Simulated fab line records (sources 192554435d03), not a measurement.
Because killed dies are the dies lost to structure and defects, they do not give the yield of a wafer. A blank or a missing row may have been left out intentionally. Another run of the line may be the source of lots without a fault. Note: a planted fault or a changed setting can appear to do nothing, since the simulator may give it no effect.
Split-lot trial ; flow n5Finfet ; 39 wafers read from 7 lots, route of 1938 steps

## SPLIT DETAILS
At N5_BEOL_M10_VIA_ETCH_34 (etches SiCOH lowk in C4F6/O2, target depth 184.5 nm, time 69.2 s), the setting timeS was moved away from the recipe's 69.2 s on 9 of the 39 wafers read, by +27.3% to +52.0%. For the rest of the wafers, this setting stayed at what the recipe calls for.

Reading taken at the split's own step.

## THE READING
SOC_of_BEOL_M10_COAT_63.thkNm (the simulator's own value, which no gauge read), in nm, at N5_BEOL_M10_VIA_ETCH_34 (etches SiCOH lowk in C4F6/O2, target depth 184.5 nm, time 69.2 s). No usual value for it is given in the file. Average 91.9 nm, standard deviation 0.33 nm, over the 30 wafers here run with the recipe.

wafer;tool, chamber at the split;timeS as run, s;against the recipe;SOC_of_BEOL_M10_COAT_63.thkNm, nm;against lot-mates on the recipe
L077.1;rieDiel-01, 0;69.2;recipe;92.4;-
L077.2;rieDiel-01, 3;88.09;+27.3%;89.6;-2.6
L077.3;rieDiel-01, 2;88.09;+27.3%;90;-2.2
L077.4;rieDiel-01, 1;69.2;recipe;92.2;-
L077.5;rieDiel-01, 3;69.2;recipe;92;-
L077.6;rieDiel-01, 2;88.09;+27.3%;90;-2.2
L079.1;rieDiel-04, 2;69.2;recipe;92;-
L079.2;rieDiel-04, 1;69.2;recipe;92.2;-
L079.3;rieDiel-04, 3;69.2;recipe;92;-
L079.4;rieDiel-04, 2;69.2;recipe;92;-
L079.5;rieDiel-04, 3;69.2;recipe;92;-
L079.6;rieDiel-04, 1;69.2;recipe;92.4;-
L081.1;rieDiel-04, 1;93.83;+35.6%;89.2;-2.5
L081.2;rieDiel-04, 3;93.83;+35.6%;88.8;-2.9
L081.3;rieDiel-04, 0;69.2;recipe;91.6;-
L081.4;rieDiel-04, 2;93.83;+35.6%;89;-2.7
L081.5;rieDiel-04, 2;69.2;recipe;91.8;-
L081.6;rieDiel-04, 3;69.2;recipe;91.6;-
L088.1;rieDiel-01, 3;69.2;recipe;91.6;-
L088.2;rieDiel-01, 0;69.2;recipe;91.4;-
L088.3;rieDiel-01, 1;69.2;recipe;91.6;-
L088.4;rieDiel-01, 2;69.2;recipe;91.4;-
L088.5;rieDiel-01, 0;69.2;recipe;91.2;-
L088.6;rieDiel-01, 3;69.2;recipe;91.4;-
L089.1;rieDiel-01, 3;69.2;recipe;92.2;-
L089.2;rieDiel-01, 0;69.2;recipe;92;-
L089.3;rieDiel-01, 1;69.2;recipe;92.2;-
L089.4;rieDiel-01, 2;69.2;recipe;92;-
L089.5;rieDiel-01, 1;69.2;recipe;92.4;-
L089.6;rieDiel-01, 0;69.2;recipe;91.8;-
L094.1;rieDiel-04, 3;69.2;recipe;92;-
L094.2;rieDiel-04, 0;69.2;recipe;92;-
L094.5;rieDiel-04, 3;69.2;recipe;91.8;-
L092.1;rieDiel-03, 1;69.2;recipe;91.6;-
L092.2;rieDiel-03, 0;69.2;recipe;91.4;-
L092.3;rieDiel-03, 3;105.2;+52.0%;87.4;-4.1
L092.4;rieDiel-03, 3;69.2;recipe;91.6;-
L092.5;rieDiel-03, 1;105.2;+52.0%;87.4;-4.1
L092.6;rieDiel-03, 0;105.2;+52.0%;87.4;-4.1

FIT RESULTS
A straight line over all 39 wafers: SOC_of_BEOL_M10_COAT_63.thkNm changes by -0.0826 nm for each +1% of timeS; r = -0.98; the points scatter about the line by 0.32 nm.
The same after taking each lot's own level away (the mean of its wafers on the recipe; 39 wafers): -0.0791 nm for each +1%; r = -0.99; scatter 0.16 nm.
Per that fit: largest timeS move, reading shift of 4.1 nm.
The span of the lots' own levels, 91.43 to 92.20 nm, comes to 2.3 times the standard deviation stated above.
Hence the lot-to-lot level has little effect on the slope; both slopes agree.
Check: for one of the wafers moved furthest among these (+52.0%), held out of the fit, the line's prediction against its lot-mates is -4.12 nm. It came out at -4.13 nm against them.

## THESE WAFERS: OTHER SPLITS
Before the reading, these wafers also passed through other splits. Each is held against what the fit with the lots' levels taken away leaves over:
other split on the same wafers;wafers away from the commonest value;r with SOC_of_BEOL_M10_COAT_63.thkNm (lot level and that fit taken away)
N5_BEOL_M4_TRENCH_ETCH_37 timeS;18;+0.20
N5_BEOL_M6_ALD_77 aldCycles;9;+0.11
N5_BEOL_M9_DESCUM_16 timeS;12;+0.14

## THE WHOLE CHAIN: every reading that the file lists as answering this split, in the file's order
step;what it does;reading;change (the file's fit);r (the file's)
N5_BEOL_M10_VIA_ETCH_34;etches SiCOH lowk in C4F6/O2, target depth 184.5 nm, time 69.2 s;etch.depthNm (the simulator's own value, which no gauge read);+1.83 nm for each +1% of the setting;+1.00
N5_BEOL_M10_VIA_ETCH_34;etches SiCOH lowk in C4F6/O2, target depth 184.5 nm, time 69.2 s;SOC_of_BEOL_M10_COAT_63.thkNm (the simulator's own value, which no gauge read);-0.0792 nm for each +1% of the setting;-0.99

## THE FILE'S OWN FIT
SOC_of_BEOL_M10_COAT_63.thkNm changes by -0.0792 nm for each +1% of timeS, r = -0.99.
